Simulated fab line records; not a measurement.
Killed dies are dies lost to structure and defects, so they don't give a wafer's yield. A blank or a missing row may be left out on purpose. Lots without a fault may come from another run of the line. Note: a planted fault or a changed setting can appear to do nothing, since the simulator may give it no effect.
A lot that was struck, set against a sound lot + flow n5-finfet + 40 out of 1938 route steps
Sound: these wafers, L240.3, L240.4, L240.5. Struck: wafers L246.3, L246.4. At the end, the cause is stated.
At each step with rows: each side's tool, then ch and its chambers, then its first start. Under that, the readings that differ: sound wafers + struck wafers + difference of the means + sigmas: that difference in standard deviations of wafers without a fault.
alike: words and numbers the same on both sides, and readings whose means are apart by under 2 such deviations; not compared: readings that were withheld, readings missing a value for some wafer, numbers with overlapping values and no deviation given by the record, and bounds like >300 which may hide the same value.
A row with sigmas, a row that says differs or no value, or rows on one side alone: a step with any of these is where the two part. Numbers that have no deviation but don't overlap get no sigmas and don't part them. A reading that every wafer of one side lacks parts them only if that side has two wafers or more.

first, 9 steps without rows for these wafers: N5_BEOL_M4_ANNEAL_95 (time 240 s); N5_BEOL_M4_SPUTTER_96 (material Cu, target thk 4.5 nm, time 8.29 s); N5_BEOL_M4_ECD_50 (material Cu, target thk 300 nm); N5_BEOL_M4_ANNEAL_51 (time 90 s); N5_BEOL_M4_CMP_52 (polishes, stops on SiOC, t overpolish 6.8 s, target thk 40 nm); N5_BEOL_M4_PRE_CLEAN_60 (time 15 s); N5_BEOL_M4_CO_CAP_55 (material Co, precursor CCTBA/H2, target thk 2 nm, time 102.1 s); N5_BEOL_M4_PRE_CLEAN_56 (time 15 s); N5_BEOL_M4_DEP_57 (deposits SiCN from 3MS/NH3, target thk 8 nm, time 14 s).
N5_BEOL_M4_RC_MEAS_101:
  sound on prober-01 ch 0, day 9 20:59; struck on prober-02 ch 0, day 11 06:25
  alike: DIBL_N, DIBL_P, IOFF_N, IOFF_P, ION_N, ION_P, SS_N, SS_P, VT_N, VT_P
then, 24 steps without rows for these wafers: N5_BEOL_M5_ILD_DEP_00 (deposits SiCOH lowk from DEMS/porogen, target thk 140.64 nm, time 25.9 s); N5_BEOL_M5_CURE_79 (cures SiCOH lowk, time 240 s); N5_BEOL_M5_PECVD_70 (deposits SiO2 from TEOS/O2, target thk 16 nm, time 18 s); N5_BEOL_M5_HM_DEP_02 (deposits TiN, target thk 20 nm); N5_BEOL_M5_COAT_59 (time 60 s, resist thk 60 nm); N5_BEOL_M5_COAT_60 (time 60 s, resist thk 12 nm); N5_BEOL_M5_COAT_71 (time 60 s, resist thk 5 nm); N5_BEOL_M5_COAT_05 (resist thk 30 nm); N5_BEOL_M5_EBR_07; N5_BEOL_M5_SOFTBAKE_06 (time 60 s); N5_BEOL_M5_EXPOSE_08 (exposes mask M5, target cd 28 nm); N5_BEOL_M5_PEB_09 (peb time 60 s); N5_BEOL_M5_DEVELOP_10 (develop time 30 s); N5_BEOL_M5_DESCUM_16 (chemistry O2, time 7 s); N5_BEOL_M5_ETCH_72 (etches underlayer in N2/H2, target depth 6.5 nm, time 5.2 s); N5_BEOL_M5_ETCH_61 (etches SiARC in CF4, target depth 15.6 nm, time 26 s); N5_BEOL_M5_ETCH_62 (etches SOC in N2/H2, target depth 75 nm, overetch 15 nm, time 112.5 s); N5_BEOL_M5_STRIP_63 (strips in N2/H2); N5_BEOL_M5_STRIP_73 (strips in N2/H2); N5_BEOL_M5_STRIP_64 (strips in CF4); N5_BEOL_M5_HM_OPEN_17 (chemistry Cl2/BCl3, target TiN, target depth 20 nm, overetch 6 nm); N5_BEOL_M5_STRIP_19 (strips in O2); N5_BEOL_M5_COAT_65 (time 60 s, resist thk 60 nm); N5_BEOL_M5_COAT_66 (time 60 s, resist thk 12 nm).
-- record jumps: 3 days separate the struck wafers' starts on either side; left off in module BEOL_M5, taken up again in module BEOL_M15, whose first shown step is the route's number 1809 --
N5_BEOL_M15_TRENCH_ETCH_34: etches SiO2 in C4F8/O2/Ar, target depth 872.93 nm, time 199 s.
  sound on rie-diel-04 ch 0,2,3, day 13 02:16; struck on rie-diel-04 ch 0,2, day 14 15:07
| reading                                    | sound           | struck      | difference | sigmas |
|--------------------------------------------|-----------------|-------------|------------|--------|
| oes-product-au (a.u.)                      | 0.85 0.79 0.86  | 0.56 0.61   | -0.25      | -4     |
| model.etch.depth-nm (nm)                   | 875 868.3 861.1 | 481.1 489.3 | -382.9     |        |
| model.coat_of_BEOL_M15_COAT_22.thk-nm (nm) | 539.2 538.8 541 | 616.8 616.8 | +77.1      |        |
  alike: bias-w, drypump-motor-current-A, rf-vpp-V, showerhead-plenum-p-Torr, throttle-valve-pct
  not compared: rf-hours-counter-h, model.BEOL_M15.cd-nm
N5_BEOL_M15_ETCH_38: etches SiCN in CF4/N2, target depth 106.4 nm, time 120.5 s.
  sound: rie-diel-04 ch 0,1,3; struck: rie-diel-02 ch 0,2
  alike: bias-w, drypump-motor-current-A, oes-product-au, rf-vpp-V, showerhead-plenum-p-Torr, throttle-valve-pct
  not compared: rf-hours-counter-h, model.BEOL_M15.cd-nm
N5_BEOL_M15_CMP_49: polishes, stops on SiO2, t overpolish 4.9 s, target thk 850 nm.
  sound on cmp-02 ch 0,1, day 13 07:21; struck on cmp-01 ch 0,3, day 14 17:36
| reading                                 | sound           | struck      | difference | sigmas |
|-----------------------------------------|-----------------|-------------|------------|--------|
| model.Cu_of_BEOL_M15_ECD_47.thk-nm (nm) | 852.4 844.8 838 | 457.2 465.6 | -383.7     |        |
  alike: head-pressure-psi, motor-current-A, slurry-flow-ml-min
N5_BEOL_M15_THK_MEAS_50: measures by xrf.
  sound: film-metro-02 at day 13 07:38; struck: film-metro-01 at day 14 17:52
| reading      | sound       | struck  | difference | sigmas |
|--------------|-------------|---------|------------|--------|
| M15_THK (nm) | 864 856 852 | 459 466 | -395       | -30    |
N5_BEOL_M15_RS_MEAS_54: a four-point-probe measurement.
  sound: film-metro-02 at day 13 07:48; struck: film-metro-02 at day 14 18:00
| reading         | sound                | struck        | difference | sigmas |
|-----------------|----------------------|---------------|------------|--------|
| M15_RS (ohm/sq) | 0.0214 0.0216 0.0218 | 0.0406 0.0399 | +0.0186    | +62    |
N5_PASSIVATION_PROBE_49:
  sound: prober-02 at day 13 23:26; struck: prober-01 at day 15 06:50
| reading                  | sound          | struck    | difference | sigmas      |
|--------------------------|----------------|-----------|------------|-------------|
| defect-limited-yield (%) | 91.1 92.4 91.1 | 88.6 88.3 | -3.1       | -2          |
| killed_at_M4_up          | 17 7 11        | 54 60     | +45        | +9          |
| killed-dies              | 105 90 105     | 134 138   | +36        | +2          |
| sort_bin_8_speed (%)     | 0 0 0          | 3.56 3.98 | +3.77      | +99 or more |
| sort-n-pass              | 1075 1090 1075 | 1046 1042 | -36        | -2          |
  alike: killed_at_M0_to_M3, killed-at-contacts, killed-at-front-end, killed-at-other, killed-on-rim, killed-open, killed-short, sort_bin_5_function, sort_bin_6_memory

## WHERE THEY PART
First at N5_BEOL_M15_TRENCH_ETCH_34; last, within this record, at N5_PASSIVATION_PROBE_49.

WHY: the cause the simulator had injected
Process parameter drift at N5_BEOL_M15_TRENCH_ETCH_34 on rie-diel-04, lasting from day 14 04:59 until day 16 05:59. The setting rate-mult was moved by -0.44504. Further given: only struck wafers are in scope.
